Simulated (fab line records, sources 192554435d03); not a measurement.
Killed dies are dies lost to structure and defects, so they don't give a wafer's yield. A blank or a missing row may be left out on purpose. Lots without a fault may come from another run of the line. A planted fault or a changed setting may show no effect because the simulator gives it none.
Which tool did it? | flow n5_finfet | 9 lots, 25 wafers sampled, at 5 steps of a route of 1938

WHAT THE GAUGES READ, wafer by wafer
N5_BEOL_M4_RC_MEAS_101. Usual: DIBL_N 36.4 mV/V, standard deviation 1.4; DIBL_P 36.4 mV/V, standard deviation 1.5; IOFF_N 0.156 nA/um, standard deviation 0.022; IOFF_P 0.210 nA/um, standard deviation 0.023; ION_N 675 uA/um, standard deviation 9.1; ION_P 463 uA/um, standard deviation 5.7; SS_N 71.6 mV/dec, standard deviation 0.45; SS_P 73.3 mV/dec, standard deviation 0.56; VT_N 250 mV, standard deviation 3.1; VT_P -250.3 mV, standard deviation 2.3.
lot  | measured     | on        | DIBL_N (mV/V)  | DIBL_P (mV/V)  | IOFF_N (nA/um)    | IOFF_P (nA/um)    | ION_N (uA/um) | ION_P (uA/um) | SS_N (mV/dec)  | SS_P (mV/dec)  | VT_N (mV)   | VT_P (mV)            | flag
L511 | day 9 10:19  | prober-01 | 36.4 34.4 35.7 | 38.4 36.0 37.3 | 0.172 0.147 0.159 | 0.220 0.183 0.201 | 680 676 680   | 464 466 463   | 71.4 71.8 71.4 | 73.1 73.3 73.2 | 248 251 252 | -247.6 -254.1 -251.3 |
L513 | day 9 12:20  | prober-01 | 36.2 36.3 35.1 | 35.6 34.6 34.0 | 0.170 0.162 0.144 | 0.205 0.180 0.169 | 681 673 677   | 461 455 454   | 72.0 71.7 71.5 | 73.3 73.7 73.6 | 244 249 250 | -249.8 -252.2 -253.3 |
L516 | day 10 13:27 | prober-02 | 37.7 38.0 36.7 | 35.4 35.8 34.6 | 0.175 0.183 0.151 | 0.232 0.243 0.211 | 686 683 681   | 474 466 470   | 71.6 71.3 70.9 | 74.0 73.6 73.6 | 249 248 250 | -249.3 -246.3 -248.6 |
L520 | day 11 17:06 | prober-02 | 37.6 38.0      | 37.8 38.8      | 0.163 0.179       | 0.190 0.210       | 677 678       | 453 461       | 72.0 72.1      | 73.5 73.9      | 249 250     | -252.8 -250.8        |
L521 | day 12 00:50 | prober-02 | 35.3           | 36.3           | 0.129             | 0.206             | 658           | 463           | 71.5           | 73.3           | 256         | -250.7               |
L523 | day 12 11:10 | prober-01 | 36.8           | 32.7           | 0.114             | 0.179             | 657           | 461           | 70.9           | 72.2           | 254         | -251.9               |
L529 | day 13 23:07 | prober-02 | 34.7 34.6 33.9 | 36.0 35.4 34.7 | 0.134 0.130 0.116 | 0.192 0.187 0.168 | 678 661 665   | 465 459 456   | 71.1 71.7 71.0 | 72.3 72.1 72.4 | 252 251 254 | -251.0 -251.1 -252.2 |
L532 | day 14 15:42 | prober-02 | 37.2 36.8 35.9 | 38.6 37.0 35.9 | 0.187 0.166 0.152 | 0.259 0.228 0.212 | 685 671 675   | 477 465 467   | 72.3 72.1 71.6 | 73.5 74.1 73.8 | 246 248 249 | -249.3 -249.0 -250.1 |
L533 | day 15 06:20 | prober-02 | 37.0 35.1 36.8 | 38.0 36.5 38.2 | 0.164 0.139 0.174 | 0.233 0.205 0.235 | 669 669 676   | 468 465 467   | 71.6 71.4 71.8 | 73.6 72.4 72.8 | 250 252 249 | -249.7 -248.6 -249.1 |

WHICH TOOL RAN EACH LOT (tool, then ch and the chambers of the sampled wafers, then the start)
lot  | N5_MOL_CONTACT_COAG_ETCH_65        | N5_MOL_CONTACT_COAG_ALD_133       | N5_MOL_CONTACT_COAG_ETCHBACK_134   | N5_MOL_CONTACT_COAG_ETCHBACK_136
L511 | rie_diel-03 ch 0,3, day 5 09:25    | ald_sin-04 ch 2,3, day 5 09:31    | rie_diel-03 ch 0,1,3, day 5 09:42  | rie_diel-03 ch 0,1,3, day 5 09:49
L513 | rie_diel-02 ch 0,1, day 5 22:56    | ald_sin-04 ch 0,1, day 5 23:12    | rie_diel-03 ch 0,3, day 5 23:28    | rie_diel-03 ch 0,3, day 5 23:36
L516 | rie_diel-02 ch 0,2,3, day 6 19:33  | ald_sin-03 ch 1,2,3, day 6 20:02  | rie_diel-03 ch 1,2,3, day 6 20:17  | rie_diel-03 ch 1,2,3, day 6 20:25
L520 | rie_diel-02 ch 0,1,3, day 7 14:13  | ald_sin-04 ch 0,1, day 7 14:19    | rie_diel-05 ch 1,2,3, day 7 14:30  | rie_diel-05 ch 1,2,3, day 7 14:38
L521 | rie_diel-05 ch 0,2, day 8 03:05    | ald_sin-04 ch 2,3, day 8 03:11    | rie_diel-03 ch 0,1, day 8 03:22    | rie_diel-03 ch 0,1, day 8 03:29
L523 | rie_diel-03 ch 1,2, day 8 10:16    | ald_sin-04 ch 0,1, day 8 11:19    | rie_diel-05 ch 0,1, day 8 11:29    | rie_diel-05 ch 0,1, day 8 11:37
L529 | rie_diel-03 ch 2,3, day 9 22:38    | ald_sin-03 ch 0,3, day 9 23:23    | rie_diel-02 ch 0,2, day 9 23:34    | rie_diel-02 ch 0,2, day 9 23:42
L532 | rie_diel-02 ch 0,2,3, day 10 20:01 | ald_sin-01 ch 0,2,3, day 10 20:07 | rie_diel-05 ch 0,2,3, day 10 20:17 | rie_diel-05 ch 0,2,3, day 10 20:25
L533 | rie_diel-02 ch 1,3, day 10 21:41   | ald_sin-03 ch 0,3, day 10 21:47   | rie_diel-05 ch 0,1,3, day 10 21:58 | rie_diel-05 ch 0,1,3, day 10 22:05
- N5_MOL_CONTACT_COAG_ETCH_65: etches underlayer in N2/H2, target depth 13 nm, time 10.4 s.
- N5_MOL_CONTACT_COAG_ALD_133: deposits SiO2, target thk 5 nm, pulse time 1 s, co reactant pulse time 1 s.
- N5_MOL_CONTACT_COAG_ETCHBACK_134: etches SiO2 in CHF3, target depth 10 nm, time 6.7 s.
- N5_MOL_CONTACT_COAG_ETCHBACK_136: etches SiO2 in CHF3, target depth 25 nm, time 16.7 s.

WHAT THE TOOLS THEMSELVES READ (means of the sampled wafers that have a number; where no wafer has one, the mark that the record gives instead)
N5_MOL_CONTACT_COAG_ETCH_65. Usual: drypump_motor_current_A 6.0 A, standard deviation 0.49; etch_rf_on_time_s 10.45 s, standard deviation 0.14; oes_product_au 0.68 a.u., standard deviation 0.065; rf_fwd_power_W 819.1 W, standard deviation 2.8; rf_vpp_V 525.6 V, standard deviation 2.5; showerhead_plenum_p_Torr 2.61 Torr, standard deviation 0.08; throttle_valve_pct 17.84 %, standard deviation 0.2.
lot  | tool        | drypump_motor_current_A (A) | etch_rf_on_time_s (s) | oes_product_au (a.u.) | rf_fwd_power_W (W) | rf_vpp_V (V) | showerhead_plenum_p_Torr (Torr) | throttle_valve_pct (%) | flag
L511 | rie_diel-03 | 6.3                         | 10.47                 | 0.62                  | 820.7              | 525.1        | 2.59                            | 17.88                  |
L513 | rie_diel-02 | 5.8                         | 10.43                 | 0.69                  | 822.1              | 525.3        | 2.60                            | 17.81                  |
L516 | rie_diel-02 | 6.0                         | 10.39                 | 0.65                  | 820.5              | 524.1        | 2.57                            | 18.00                  |
L520 | rie_diel-02 | 5.7                         | 10.39                 | 0.70                  | 821.7              | 524.6        | 2.60                            | 17.90                  |
L521 | rie_diel-05 | 5.8                         | 10.42                 | 0.62                  | 815.1              | 527.2        | 2.65                            | 17.88                  |
L523 | rie_diel-03 | 6.2                         | 10.57                 | 0.69                  | 818.4              | 527.6        | 2.67                            | 17.80                  |
L529 | rie_diel-03 | 5.9                         | 10.33                 | 0.70                  | 820.7              | 526.5        | 2.65                            | 18.02                  |
L532 | rie_diel-02 | 6.0                         | 10.47                 | 0.70                  | 816.0              | 527.1        | 2.67                            | 17.90                  |
L533 | rie_diel-02 | 5.3                         | 10.47                 | 0.71                  | 819.5              | 524.1        | 2.55                            | 17.93                  |

N5_MOL_CONTACT_COAG_ALD_133. Usual: heater_power_w 77 W, standard deviation 8.6; precursor_pulse_height_rel 0.999, standard deviation 0.023.
lot  | tool       | heater_power_w (W) | precursor_pulse_height_rel | flag
L511 | ald_sin-04 | 81                 | 1.004                      |
L513 | ald_sin-04 | 65                 | 0.990                      |
L516 | ald_sin-03 | 77                 | 1.010                      |
L520 | ald_sin-04 | 67                 | 0.993                      |
L521 | ald_sin-04 | 80                 | 1.002                      |
L523 | ald_sin-04 | 64                 | 1.018                      |
L529 | ald_sin-03 | 83                 | 1.004                      |
L532 | ald_sin-01 | 81                 | 0.990                      |
L533 | ald_sin-03 | 83                 | 0.995                      |

N5_MOL_CONTACT_COAG_ETCHBACK_134. Usual: CHF3_flow_sccm 49.98 sccm, standard deviation 0.15; drypump_motor_current_A 6.0 A, standard deviation 0.54; oes_product_au 0.79 a.u., standard deviation 0.085; rf_fwd_power_W 602 W, standard deviation 3.2; rf_vpp_V 526 V, standard deviation 5.4; showerhead_plenum_p_Torr 2.43 Torr, standard deviation 0.07; throttle_valve_pct 18.67 %, standard deviation 0.2.
lot  | tool        | CHF3_flow_sccm (sccm) | drypump_motor_current_A (A) | oes_product_au (a.u.) | rf_fwd_power_W (W) | rf_vpp_V (V) | showerhead_plenum_p_Torr (Torr) | throttle_valve_pct (%) | flag
L511 | rie_diel-03 | 50.17                 | 6.4                         | 0.75                  | 601                | 527          | 2.44                            | 18.60                  |
L513 | rie_diel-03 | 49.88                 | 6.2                         | 0.75                  | 603                | 523          | 2.40                            | 18.74                  |
L516 | rie_diel-03 | 50.12                 | 6.2                         | 0.81                  | 604                | 523          | 2.46                            | 18.64                  |
L520 | rie_diel-05 | 49.98                 | 5.7                         | 0.78                  | 602                | 525          | 2.42                            | 18.65                  |
L521 | rie_diel-03 | 49.84                 | 6.6                         | 0.85                  | 604                | 530          | 2.45                            | 18.41                  |
L523 | rie_diel-05 | 50.04                 | 5.3                         | 0.80                  | 604                | 524          | 2.41                            | 18.66                  |
L529 | rie_diel-02 | 49.93                 | 6.1                         | 0.80                  | 599                | 535          | 2.49                            | 18.76                  |
L532 | rie_diel-05 | 50.04                 | 6.0                         | 0.71                  | 604                | 527          | 2.46                            | 18.81                  |
L533 | rie_diel-05 | 49.93                 | 5.7                         | 0.76                  | 603                | 525          | 2.42                            | 18.80                  |

N5_MOL_CONTACT_COAG_ETCHBACK_136. Usual: CHF3_flow_sccm 49.99 sccm, standard deviation 0.14; drypump_motor_current_A 6.0 A, standard deviation 0.54; oes_product_au 0.79 a.u., standard deviation 0.085; rf_fwd_power_W 598 W, standard deviation 3.3; rf_vpp_V 526 V, standard deviation 5.4; showerhead_plenum_p_Torr 2.43 Torr, standard deviation 0.07; throttle_valve_pct 18.67 %, standard deviation 0.2.
lot  | tool        | CHF3_flow_sccm (sccm) | drypump_motor_current_A (A) | oes_product_au (a.u.) | rf_fwd_power_W (W) | rf_vpp_V (V) | showerhead_plenum_p_Torr (Torr) | throttle_valve_pct (%) | flag
L511 | rie_diel-03 | 50.07                 | 6.4                         | 0.74                  | 597                | 525          | 2.44                            | 18.62                  |
L513 | rie_diel-03 | 49.99                 | 6.2                         | 0.75                  | 597                | 522          | 2.40                            | 18.74                  |
L516 | rie_diel-03 | 49.94                 | 6.2                         | 0.82                  | 599                | 523          | 2.46                            | 18.64                  |
L520 | rie_diel-05 | 50.03                 | 5.7                         | 0.78                  | 599                | 527          | 2.42                            | 18.65                  |
L521 | rie_diel-03 | 50.20                 | 6.6                         | 0.85                  | 602                | 530          | 2.45                            | 18.40                  |
L523 | rie_diel-05 | 50.20                 | 5.3                         | 0.81                  | 600                | 524          | 2.41                            | 18.68                  |
L529 | rie_diel-02 | 49.98                 | 6.1                         | 0.80                  | 598                | 535          | 2.49                            | 18.76                  |
L532 | rie_diel-05 | 49.97                 | 6.0                         | 0.70                  | 600                | 528          | 2.46                            | 18.80                  |
L533 | rie_diel-05 | 49.91                 | 5.7                         | 0.75                  | 600                | 525          | 2.42                            | 18.80                  |

THE ANSWER, worked out from the rows above alone
Rule: a lot is off if the mean of its wafers that have a number lies more than 3 standard deviations from the usual mean. A lot without any number at a reading at which 4 lots or more have one is off too. The other lots that the step has rows for count as sound. The gauges are gone through in route order, then the tools' own readings, and for those a lot's mean is taken as printed above. The first step at which some lot is off is used, and at that step the reading that is off furthest; a lot without a number counts as furthest.
No lot is off at any reading shown: from this, nothing can be told.

WHAT THE SIMULATOR HAD PUT IN
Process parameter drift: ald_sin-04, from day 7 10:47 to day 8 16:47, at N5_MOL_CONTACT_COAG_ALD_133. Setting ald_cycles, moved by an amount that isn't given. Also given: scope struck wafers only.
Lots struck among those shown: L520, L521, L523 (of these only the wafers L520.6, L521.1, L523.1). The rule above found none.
